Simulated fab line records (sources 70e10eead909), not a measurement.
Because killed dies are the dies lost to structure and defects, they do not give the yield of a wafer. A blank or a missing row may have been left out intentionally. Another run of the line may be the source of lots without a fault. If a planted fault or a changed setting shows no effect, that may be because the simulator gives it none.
Chamber matching || flow nand-harc || NHARC_A_STAIRCASE_CMP_450 on cmp-03: 4 sister chambers
The step polishes SiO2, target thk 200 nm. 4 wafers are shown with their chamber, then 8 later ones without.

WAFERS WITH THEIR CHAMBER
{"wafer": "L083.1", "chamber": 2, "motor-current-A (A)": 14.1}
{"wafer": "L083.2", "chamber": 1, "motor-current-A (A)": 12.5}
{"wafer": "L083.3", "chamber": 0, "motor-current-A (A)": 13.3}
{"wafer": "L089.2", "chamber": 3, "motor-current-A (A)": 13.0}

WAFERS WITHOUT THEIR CHAMBER
{"wafer": "L089.3", "motor-current-A (A)": 11.6}
{"wafer": "L089.5", "motor-current-A (A)": 13.8}
{"wafer": "L093.1", "motor-current-A (A)": 14.2}
{"wafer": "L093.2", "motor-current-A (A)": 12.9}
{"wafer": "L093.4", "motor-current-A (A)": 13.4}
{"wafer": "L095.2", "motor-current-A (A)": 12.0}
{"wafer": "L095.3", "motor-current-A (A)": 13.9}
{"wafer": "L095.6", "motor-current-A (A)": 14.1}

EACH ONE'S CHAMBER
{"wafer": "L089.3", "from the rows above": "can't be placed: 1 or 3", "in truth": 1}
{"wafer": "L089.5", "from the rows above": "can't be placed: 2 or 0 or 3", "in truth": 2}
{"wafer": "L093.1", "from the rows above": 2, "in truth": 2}
{"wafer": "L093.2", "from the rows above": "can't be placed: 3 or 0 or 1", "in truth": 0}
{"wafer": "L093.4", "from the rows above": "can't be placed: 0 or 3 or 2", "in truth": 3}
{"wafer": "L095.2", "from the rows above": "can't be placed: 1 or 3", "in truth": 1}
{"wafer": "L095.3", "from the rows above": "can't be placed: 2 or 0 or 3", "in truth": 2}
{"wafer": "L095.6", "from the rows above": 2, "in truth": 2}
2 of 8 placed correctly. These rows do not allow placing 6 (true chamber among the candidates in 6). Number placed wrongly: 0.
How it was worked out, from the rows above alone: a wafer's distance from a chamber is the root of the sum, over the readings, of the square of ((its reading less the chamber's mean) divided by the reading's scatter). The wafer belongs to the nearest chamber; if the next one is less than 2 further off, it can't be placed. For every chamber, the mean is computed from those of its wafers that are shown. The scatter (one wafer shown for each chamber): square how far every hidden wafer sits from the nearest shown wafer, average those squares and take the square root.
